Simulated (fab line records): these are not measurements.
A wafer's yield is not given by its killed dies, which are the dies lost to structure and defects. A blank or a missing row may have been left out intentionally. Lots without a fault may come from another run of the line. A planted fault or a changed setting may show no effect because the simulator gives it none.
Lot-split experiment -- flow n5Finfet -- 39 wafers read from 7 lots, route of 1938 steps

## THE SPLIT
At N5_DUMMY_GATE_EXPOSE_12 (exposes mask GATE, target cd 25 nm), the setting doseMj was moved away from the recipe's 34 on 15 of the 39 wafers read, by -4.7% to +7.5%. All remaining wafers had this setting at the recipe value.

## FROM THE SPLIT TO THE READING: what the file shows between them, 7 steps
- N5_DUMMY_GATE_PEB_13: peb time 60 s
- N5_DUMMY_GATE_DEVELOP_14: develop time 30 s
- N5_DUMMY_GATE_CD_MEAS_15: target cd 25.8 nm
- N5_DUMMY_GATE_STRIP_38: strips in N2/H2
- N5_DUMMY_GATE_STRIP_39: strips in N2/H2
- N5_DUMMY_GATE_TRIM_49: chemistry O2, time 29 s, target cd 14 nm
- N5_DUMMY_GATE_STRIP_40: strips in CF4

## THE READING
At N5_DUMMY_GATE_CD_MEAS_50: cdNm in nanometres, against a target cd of 14 nm. On this fab line, fault-free wafers typically give 14.0 nm with a standard deviation of 0.35 nm.

wafer,"tool, chamber at the split",doseMj as run,against the recipe,"cdNm, nm",against lot-mates on the recipe
L074.1,"euvScanner-01, 0",34,recipe,14.1,-
L074.3,"euvScanner-01, 0",34,recipe,14.6,-
L074.5,"euvScanner-01, 0",34,recipe,14.4,-
L075.1,"euvScanner-01, 0",34,recipe,13.4,-
L075.2,"euvScanner-01, 0",35.87,+5.5%,12.9,-1.0
L075.3,"euvScanner-01, 0",34,recipe,14.2,-
L075.4,"euvScanner-01, 0",35.87,+5.5%,13.4,-0.5
L075.5,"euvScanner-01, 0",35.87,+5.5%,12.8,-1.1
L075.6,"euvScanner-01, 0",34,recipe,14.2,-
L077.1,"euvScanner-02, 0",34,recipe,13.7,-
L077.2,"euvScanner-02, 0",34,recipe,13.6,-
L077.3,"euvScanner-02, 0",36.55,+7.5%,12.2,-1.5
L077.4,"euvScanner-02, 0",36.55,+7.5%,12.6,-1.1
L077.5,"euvScanner-02, 0",34,recipe,13.8,-
L077.6,"euvScanner-02, 0",36.55,+7.5%,12.1,-1.6
L078.1,"euvScanner-02, 0",34,recipe,14.1,-
L078.2,"euvScanner-02, 0",34,recipe,13.6,-
L078.3,"euvScanner-02, 0",32.41,-4.7%,14.8,+0.9
L078.4,"euvScanner-02, 0",32.41,-4.7%,14.7,+0.8
L078.5,"euvScanner-02, 0",34,recipe,13.9,-
L078.6,"euvScanner-02, 0",32.41,-4.7%,14.7,+0.8
L083.1,"euvScanner-02, 0",32.93,-3.1%,14.1,+0.2
L083.2,"euvScanner-02, 0",34,recipe,14.0,-
L083.3,"euvScanner-02, 0",32.93,-3.1%,14.5,+0.6
L083.4,"euvScanner-02, 0",32.93,-3.1%,14.6,+0.7
L083.5,"euvScanner-02, 0",34,recipe,13.8,-
L083.6,"euvScanner-02, 0",34,recipe,14.0,-
L090.1,"euvScanner-01, 0",34,recipe,13.8,-
L090.2,"euvScanner-01, 0",35.3,+3.8%,13.5,-0.4
L090.3,"euvScanner-01, 0",35.3,+3.8%,13.3,-0.6
L090.4,"euvScanner-01, 0",34,recipe,13.9,-
L090.5,"euvScanner-01, 0",35.3,+3.8%,13.4,-0.5
L090.6,"euvScanner-01, 0",34,recipe,14.0,-
L093.1,"euvScanner-02, 0",34,recipe,14.0,-
L093.2,"euvScanner-02, 0",34,recipe,14.1,-
L093.3,"euvScanner-02, 0",34,recipe,14.1,-
L093.4,"euvScanner-02, 0",34,recipe,14.1,-
L093.5,"euvScanner-02, 0",34,recipe,14.4,-
L093.6,"euvScanner-02, 0",34,recipe,14.6,-

THE FIT
A straight line over all 39 wafers: cdNm changes by -0.187 nm for each +1% of doseMj; r = -0.90; the points scatter about the line by 0.29 nm.
The same after taking each lot's own level away (the mean of its wafers on the recipe; 39 wafers): -0.173 nm for each +1%; r = -0.93; scatter 0.21 nm.
That fit puts the effect of the largest move of doseMj on the reading at 1.3 nm.
From 13.70 to 14.37 nm: that is the span of the lots' own levels, equal to 1.9 times the standard deviation above.
The two slopes agree, so the slope changes little with the lot-to-lot level.
Check: with one of the wafers moved furthest among these (+7.5%) left out of the fit, the line predicts -1.25 nm for it against its lot-mates. Against them it came out at -1.5 nm.

## THE WHOLE CHAIN: every reading that the file lists as answering this split, in the file's order
step,what it does,reading,change (the file's fit),r (the file's)
N5_DUMMY_GATE_CD_MEAS_15,target cd 25.8 nm,cdNm,-0.174 nm for each +1% of the setting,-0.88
N5_DUMMY_GATE_TRIM_49,"chemistry O2, time 29 s, target cd 14 nm","DUMMY_GATE.cdNm (the simulator's own value, which no gauge read)",-0.163 nm for each +1% of the setting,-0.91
N5_DUMMY_GATE_CD_MEAS_50,target cd 14 nm,cdNm,-0.17 nm for each +1% of the setting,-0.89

## THE FILE'S OWN FIT
cdNm changes by -0.17 nm for each +1% of doseMj, r = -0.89.
